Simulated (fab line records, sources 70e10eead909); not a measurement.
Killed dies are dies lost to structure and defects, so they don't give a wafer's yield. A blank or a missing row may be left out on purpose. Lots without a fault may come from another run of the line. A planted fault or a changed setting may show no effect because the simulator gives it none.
Chamber matching | flow nand_harc | NHARC_P_M0_STRIP_18 on rie_diel-11: 4 sister chambers
The step strips in N2/H2. 4 wafers are shown with their chamber, then 11 later ones without.

WAFERS WITH THEIR CHAMBER
wafer  | chamber | showerhead_plenum_p_Torr (Torr)
L085.4 | 0       | 2.14
L090.5 | 2       | 2.09
L090.6 | 3       | 1.93
L091.2 | 1       | 2.08

WAFERS WITHOUT THEIR CHAMBER
wafer  | showerhead_plenum_p_Torr (Torr)
L091.5 | 2.14
L091.6 | 2.08
L092.2 | 2.08
L092.4 | 2.14
L092.5 | 2.09
L095.4 | 2.09
L095.5 | 2.14
L095.6 | 2.07
L096.1 | 1.93
L096.2 | 2.13
L096.4 | 2.07

WHICH CHAMBER EACH WENT THROUGH
wafer  | from the rows above     | in truth
L091.5 | 0                       | 0
L091.6 | can't be placed: 1 or 2 | 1
L092.2 | can't be placed: 1 or 2 | 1
L092.4 | 0                       | 0
L092.5 | can't be placed: 2 or 1 | 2
L095.4 | can't be placed: 2 or 1 | 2
L095.5 | 0                       | 0
L095.6 | can't be placed: 1 or 2 | 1
L096.1 | 3                       | 3
L096.2 | 0                       | 0
L096.4 | can't be placed: 1 or 2 | 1
Placed correctly: 5 of 11. Can't be placed from these rows: 6 (the true chamber is among the candidates in 6). Placed wrongly: 0.
How it was worked out, from the rows above alone: a wafer's distance from a chamber is the root of the sum, over the readings, of the square of ((its reading less the chamber's mean) divided by the reading's scatter). The wafer belongs to the nearest chamber; if the next one is less than 2 further off, it can't be placed. A chamber's mean is the mean of its shown wafers. The scatter: with one shown wafer a chamber, the root of the mean of the squares of how far each hidden wafer lies from its nearest shown one.
